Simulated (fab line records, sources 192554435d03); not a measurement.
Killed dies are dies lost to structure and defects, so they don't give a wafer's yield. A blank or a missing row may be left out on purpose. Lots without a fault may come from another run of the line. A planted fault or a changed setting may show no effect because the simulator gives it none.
fab line records | flow n5_finfet
record lots=11 wafers=33 last_day=18
route steps=1938 shown BEOL_M9@1446
lots that met no fault: from a run of the same line without faults
start_h: hours from the record's first day to the start of the lot's first wafer shown | wait_h: hours since the lot's step before | " the same as in the row above | L1.1+2: a row that stands for several wafers | - no value, or no start given | * or withheld: withheld | < > ~ a bound
route shown NAME@n: a module of which the file shows steps, and the number in the route of the first | usual: mean/standard deviation of fault-free wafers | same: alike in all rows | chamber/n: place in a boat | sites: the reading at each site | _std_site: their standard deviation | _edge_site: outer sites' mean less inner sites' | radius_mm: how far each site lies from the wafer's centre | mask NAME#n: copy n | behind: the tool/chamber that last shaped the wafer | hold: why the lot was held/for how many hours/how that ended | device: the transistor (n, p or np) that didn't switch | end of line: the same wafers' tests at the end of the route | a step without rows: its recipe alone | killed: dies lost to structure and defects at the first sort, not the wafer's yield | map: a wafer's dies, x killed, . not, _ none there
set.NAME: the setting as run; set.NAME@STEP: as run at that earlier step | model.NAME: the simulator's own value behind a step, which no gauge read
steps of the route over a sample of lots; a table a step, a row a wafer
services: from which hour (start_h, from the record's first day; less than 0 if before it) a tool's chamber was out of use, for how many hours, and why
## steps
# step N5_BEOL_M9_TRENCH_ETCH_37
# recipe chemistry=C4F6/O2 target_depth_a=1514.3 target=SiCOH_lowk time_s=49 ion_energy_ev=250 pressure_mtorr=30 source_w=345 bias_w=185 Ar_flow_sccm=300 C4F6_flow_sccm=10 O2_flow_sccm=10
# usual drypump_motor_current_A=5.6/0.54 oes_product_au=0.78/0.08 rf_vpp_V=664/17 showerhead_plenum_p_Torr=2.83/0.081 throttle_valve_pct=20.92/0.25
# columns lot.wafer tool chamber start_h wait_h drypump_motor_current_A oes_product_au rf_hours_counter_h rf_vpp_V showerhead_plenum_p_Torr throttle_valve_pct
L633.1 rie_diel-06 1 - - 5.1 0.71 222 641 2.81 20.93
L633.3 " 3 " " 5.7 0.79 112 702 2.97 20.83
L633.5 " 1 " " 5.1 0.71 - 639 2.81 20.94
L632.2 rie_diel-01 0 - - 5.2 0.75 161 652 2.85 21.27
L632.3 " 3 " " 5.9 0.72 198 653 2.71 21.04
L632.6 " 2 " " 6.0 0.80 - 652 2.90 21.10
L634.2 rie_diel-06 3 - - 5.7 0.79 115 702 2.97 20.83
L634.5 " 0 " " 6.2 0.75 - 671 2.73 21.15
L634.6 " 1 " " 5.1 0.71 - 641 2.81 20.95
L639.3 rie_diel-03 2 - - 6.6 0.95 6 668 2.81 20.87
L639.4 " 1 " " 5.7 0.86 48 655 2.88 20.66
L639.6 " 0 " " 6.5 0.95 - 686 2.90 20.49
L640.1 rie_diel-06 3 - - 5.7 0.79 126 701 2.96 20.84
L640.2 " 2 " " 5.0 0.86 55 677 2.78 20.54
L640.4 " 1 " " 5.1 0.70 236 641 2.81 20.95
L642.3 rie_diel-03 3 - - 5.4 0.69 239 656 2.91 21.13
L642.4 " 1 " " 5.7 0.86 - 657 2.88 20.66
L642.6 " 3 " " 5.4 0.69 - 656 2.91 21.11
L650.1 rie_diel-06 3 - - 5.8 0.77 149 701 2.95 20.89
L650.2 " 2 " " 5.0 0.84 79 674 2.77 20.55
L650.3 " 0 " " 6.2 0.73 213 668 2.71 21.21
L653.1 rie_diel-06 1 - - 5.1 0.97 3 640 2.80 20.62
L653.3 " 3 " " 5.7 0.75 154 701 2.95 20.88
L653.6 " 1 " " 5.1 0.97 - 642 2.80 20.62
L652.3 rie_diel-03 1 - - 5.7 0.83 76 656 2.87 20.71
L652.5 " 0 " " 6.5 0.89 - 685 2.88 20.53
L652.6 " 3 " " 5.4 0.94 - 656 2.90 20.83
L655.1 rie_diel-01 1 - - 4.8 0.67 249 658 2.90 20.92
L655.3 " 2 " " 6.0 0.75 142 652 2.87 21.17
L655.6 " 3 " " 5.9 0.69 - 653 2.70 21.09
L654.1 rie_diel-06 3 - - 5.7 0.74 163 701 2.95 20.91
L654.4 " 1 " " 5.1 0.94 10 641 2.80 20.61
L654.5 " 2 " " 5.0 0.83 - 675 2.77 20.55
# step N5_BEOL_M9_DEGAS_44
# recipe ambient=vacuum temp_c=250 time_s=60
# usual heater_power_w=329/33
# columns lot.wafer tool chamber start_h wait_h heater_power_w
L633.1 pvd_sputter-02 - 211.85 1.5 393
L633.3 " - " " 325
L633.5 " - " " 396
L632.2 pvd_sputter-02 - 212.11 0.3 321
L632.3 " - " " 324
L632.6 " - " " 318
L634.2 pvd_sputter-03 - 219.17 0.4 370
L634.5 " - " " 295
L634.6 " - " " 309
L639.3 pvd_sputter-03 - 260.00 0.2 366
L639.4 " - " " 310
L639.6 " - " " 305
L640.1 pvd_sputter-02 - 260.06 0.3 334
L640.2 " - " " 312
L640.4 " - " " 392
L642.3 pvd_sputter-01 - 271.01 0.4 344
L642.4 " - " " 346
L642.6 " - " " 277
L650.1 pvd_sputter-03 - 332.15 0.5 345
L650.2 " - " " 300
L650.3 " - " " 364
L653.1 pvd_sputter-02 - 346.46 0.3 320
L653.3 " - " " 382
L653.6 " - " " 326
L652.3 pvd_sputter-02 - 356.54 0.4 324
L652.5 " - " " 317
L652.6 " - " " 319
L655.1 pvd_sputter-02 - 362.60 0.8 326
L655.3 " - " " 323
L655.6 " - " " 322
L654.1 pvd_sputter-02 - 371.87 0.5 314
L654.4 " - " " 324
L654.5 " - " " 319
# step N5_BEOL_M9_CVD_78
# recipe material=Co target_thk_a=20 temp_c=withheld precursor=CCTBA/H2 pressure_torr=30 time_s=138.9
# usual run_length_s=161.6/0.47
# columns lot.wafer tool chamber start_h wait_h run_length_s
L633.1 cvd_co-01 0 212.38 0.0 161.0
L633.3 " 1 " " 161.4
L633.5 " 0 " " 161.1
L632.2 cvd_co-02 0 212.64 0.0 162.7
L632.3 " 2 " " 162.1
L632.6 " 2 " " 162.6
L634.2 cvd_co-01 0 219.79 0.0 161.0
L634.5 " 0 " " 161.3
L634.6 " 2 " " 161.3
L639.3 cvd_co-01 2 260.79 0.3 72.5
L639.4 " 1 " " 72.4
L639.6 " 2 " " 161.3
L640.1 cvd_co-02 0 260.83 0.3 162.0
L640.2 " 2 " " 162.5
L640.4 " 2 " " 162.5
L642.3 cvd_co-01 2 271.49 0.0 72.9
L642.4 " 0 " " 73.1
L642.6 " 1 " " 161.2
L650.1 cvd_co-02 1 333.00 0.2 161.4
L650.2 " 2 " " 162.6
L650.3 " 0 " " 161.9
L653.1 cvd_co-01 2 347.56 0.4 162.0
L653.3 " 0 " " 161.0
L653.6 " 1 " " 161.8
L652.3 cvd_co-02 1 357.04 0.1 161.6
L652.5 " 1 " " 161.5
L652.6 " 0 " " 162.4
L655.1 cvd_co-01 1 363.21 0.1 161.2
L655.3 " 2 " " 161.1
L655.6 " 1 " " 161.6
L654.1 cvd_co-01 2 372.86 0.1 161.7
L654.4 " 2 " " 161.1
L654.5 " 0 " " 161.2
# step N5_BEOL_M9_CMP_52
# recipe stop_on=SiCOH_lowk t_overpolish_s=7 down_force_psi=1 platen_rpm=50 clearing_platen_down_force_psi=1.5 clearing_platen_rpm=50 post_cmp_clean=cu_alkaline target_thk_nm=140 clearing_platen_pad_velocity_m_s=0.99484 pad_velocity_m_s=0.99484
# usual barrier_field_endpoint_s=28.7/0.8 motor_current_A=6.0/0.47 overpolish_run_s=7.000/0.0078 slurry_filter_dp_kPa=13.50/0.13 time_to_endpoint_s=65/3.6
# columns lot.wafer tool chamber start_h wait_h barrier_field_endpoint_s motor_current_A overpolish_run_s slurry_filter_dp_kPa time_to_endpoint_s
L633.1 cmp-02 2 213.23 0.3 27.5 5.7 7.007 13.25 62
L633.3 " 1 " " 28.6 5.0 6.996 13.49 66
L633.5 " 3 " " 28.9 6.1 7.014 13.61 67
L632.3 cmp-02 2 213.68 0.2 28.9 5.7 6.989 13.48 65
L632.2 " 1 " " 29.1 5.1 7.002 13.38 65
L632.6 " 2 " " 28.1 5.8 6.997 13.63 63
L634.2 cmp-04 2 220.55 0.3 27.7 6.5 6.996 13.51 61
L634.6 " 0 " " 29.9 5.4 7.001 13.21 68
L634.5 " 1 " " 29.3 6.1 6.999 13.46 65
L640.2 cmp-02 3 262.97 0.2 27.9 6.0 7.014 13.48 65
L640.4 " 0 " " 27.7 6.4 7.005 13.56 64
L640.1 " 1 " " 28.6 5.3 7.007 13.68 66
L639.3 cmp-01 3 263.06 0.3 28.6 6.6 7.010 13.62 61
L639.4 " 1 " " 28.5 5.6 6.990 13.50 65
L639.6 " 0 " " 28.7 6.8 6.987 13.52 62
L642.3 cmp-01 0 272.27 0.2 28.1 6.8 7.001 13.60 63
L642.4 " 1 " " 28.7 5.4 7.000 13.61 67
L642.6 " 3 " " 28.1 6.4 6.994 13.52 63
L650.1 cmp-02 3 333.84 0.3 29.3 6.2 6.996 13.70 66
L650.3 " 0 " " 28.3 6.0 6.993 13.36 62
L650.2 " 1 " " 28.5 5.3 6.999 13.23 64
L653.1 cmp-02 1 348.84 0.3 28.2 5.2 7.002 13.45 62
L653.3 " 2 " " 27.3 5.7 6.992 13.28 60
L653.6 " 0 " " 28.3 6.0 6.999 13.49 63
L652.3 cmp-04 3 358.12 0.2 29.5 6.4 6.990 13.35 67
L652.5 " 1 " " 29.1 5.9 7.011 13.66 67
L652.6 " 2 " " 28.0 6.7 7.000 13.58 69
L655.1 cmp-02 0 363.90 0.3 28.9 6.5 7.001 13.48 64
L655.3 " 3 " " 28.8 6.0 6.997 13.40 66
L655.6 " 1 " " 28.5 5.3 6.995 13.56 67
L654.4 cmp-04 3 373.76 0.2 29.5 6.4 7.008 13.44 68
L654.1 " 0 " " 28.7 5.6 6.994 13.37 69
L654.5 " 3 " " 29.0 6.4 7.011 13.51 64
## services
# columns tool chamber start_h hours kind
cvd_co-02 - 194.42 2.5 repair
cmp-01 - 194.96 4.0 pm
rie_diel-06 0 213.00 3.4 repair
rie_diel-01 1 226.18 3.6 repair
cmp-02 - 231.85 0.3 repair
cvd_co-02 - 238.92 2.8 pm
cmp-01 - 239.72 3.3 repair
rie_diel-01 0 241.59 12.8 repair
cvd_co-01 - 246.00 2.8 pm
cmp-04 - 251.10 1.2 repair
cmp-04 - 254.99 2.5 repair
cmp-01 - 258.12 0.5 repair
cmp-02 - 265.59 3.7 pm
rie_diel-03 2 266.47 4.2 repair
rie_diel-06 1 290.13 8.6 repair
rie_diel-01 - 294.76 1.2 repair
cmp-04 - 317.84 4.0 pm
cvd_co-02 0 321.62 1.6 repair
cvd_co-01 - 334.26 1.4 repair
cmp-02 - 342.95 1.5 repair
pvd_sputter-02 - 357.05 3.6 repair
rie_diel-03 - 357.61 13.2 repair
rie_diel-06 - 363.75 0.3 repair
pvd_sputter-03 - 367.80 5.5 repair
## key
first_sign step=N5_BEOL_M9_CVD_78 reading=run_length_s direction=down sigmas=99+ usual=* struck=*
effect none on later readings
met_at N5_BEOL_M9_CVD_78
struck_lots L639,L642
struck_wafers L639.3,L639.4,L642.3,L642.4
not_acting_at N5_BEOL_M9_TRENCH_ETCH_37,N5_BEOL_M9_DEGAS_44,N5_BEOL_M9_CMP_52
onset_between 219.79 260.79
fault kind=process_parameter_drift tool=cvd_co-01 chamber=- onset_h=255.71 steps=N5_BEOL_M9_CVD_78 channel=time_s offset=* shape=step end_h=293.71 scope=struck_wafers_only acts_in=* stated=*
